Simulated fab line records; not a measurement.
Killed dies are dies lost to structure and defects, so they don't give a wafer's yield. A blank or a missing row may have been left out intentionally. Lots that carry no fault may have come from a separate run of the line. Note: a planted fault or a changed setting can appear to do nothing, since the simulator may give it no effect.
Struck lot and sound lot, side by side ; flow n5-finfet ; 14 steps out of a route of 1938
Sound: the wafers L384.1, L384.4, L384.5. Struck: wafer L388.5; the same lot's L388.2 was not struck, so it is left out; see the end for the cause.
For every step that has rows: the tool of each side, followed by ch and its chambers, followed by its first start. Under that, the readings that differ: sound wafers ; struck wafers ; difference of the means ; sigmas: that difference in standard deviations of wafers without a fault.
alike: same words and numbers on both sides, and readings whose means sit less than 2 such deviations apart. not compared: any withheld reading, any reading some wafer has no value for, any bound like >300 that may hide the same value, and any number with overlapping values for which the record gives no deviation.
Wherever a step has rows on one side only, a row that says differs or no value, or a row with sigmas, the two part there. Non-overlapping numbers with no deviation appear without sigmas and do not part them. A reading that every wafer of one side lacks parts them only if that side has two wafers or more.

first, 8 steps without rows for these wafers: N5_BEOL_M5_COAT_60 (time 60 s, resist thk 12 nm); N5_BEOL_M5_COAT_71 (time 60 s, resist thk 5 nm); N5_BEOL_M5_COAT_05 (resist thk 30 nm); N5_BEOL_M5_EBR_07; N5_BEOL_M5_SOFTBAKE_06 (time 60 s); N5_BEOL_M5_EXPOSE_08 (exposes mask M5, target cd 28 nm); N5_BEOL_M5_PEB_09 (peb time 60 s); N5_BEOL_M5_DEVELOP_10 (develop time 30 s).
N5_BEOL_M5_CD_MEAS_11: the cd target is 27.74 nm.
  sound on cd-sem-02 ch 0, day 9 04:23; struck on cd-sem-01 ch 0, day 10 18:56
  alike: cd-nm
N5_BEOL_M5_OVL_MEAS_12:
  sound on overlay-01 ch 0, day 9 04:25; struck on overlay-01 ch 0, day 10 18:58
  alike: M5_OVL
N5_BEOL_M5_INSPECT_13: inspects for defects (brightfield).
  sound on defect-inspect-01 at day 9 04:28; struck on defect-inspect-01 at day 10 19:01
  alike: raw-defect-count
N5_BEOL_M5_DESCUM_16: chemistry O2, time 7 s.
  sound on rie-diel-06 ch 0,2, day 9 04:56; struck on rie-diel-06 ch 2, day 10 19:03
  alike: drypump-motor-current-A, oes-product-au, rf-vpp-V, showerhead-plenum-p-Torr, temp-c, throttle-valve-pct
  not compared: rf-hours-counter-h
N5_BEOL_M5_ETCH_72: etches underlayer in N2/H2, target depth 6.5 nm, time 5.2 s.
  sound on rie-diel-06 ch 0,2, day 9 04:58; struck on rie-diel-06 ch 2, day 10 19:05
reading;sound;struck;difference;sigmas
etch-rf-on-time-s (s);5.23 5.19 5.22;3.39;-1.82;-20
oes-product-au (a.u.);0.58 0.63 0.59;0.80;+0.20;+3
  alike: drypump-motor-current-A, rf-vpp-V, showerhead-plenum-p-Torr, throttle-valve-pct
  not compared: rf-hours-counter-h
N5_BEOL_M5_ETCH_61: etches SiARC in CF4, target depth 15.6 nm, time 26 s.
  sound on rie-diel-06 ch 0,2, day 9 04:59; struck on rie-diel-06 ch 2, day 10 19:06
  alike: drypump-motor-current-A, etch-rf-on-time-s, oes-product-au, rf-vpp-V, showerhead-plenum-p-Torr, throttle-valve-pct
  not compared: rf-hours-counter-h

WHERE THEY PART
N5_BEOL_M5_ETCH_72 only, going by this record. Later steps at which nothing parts them and some readings are alike: N5_BEOL_M5_ETCH_61.

WHY: what had been put in by the simulator
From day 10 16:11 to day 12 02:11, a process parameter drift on rie-diel-06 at N5_BEOL_M5_ETCH_72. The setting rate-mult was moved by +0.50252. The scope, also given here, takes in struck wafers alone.
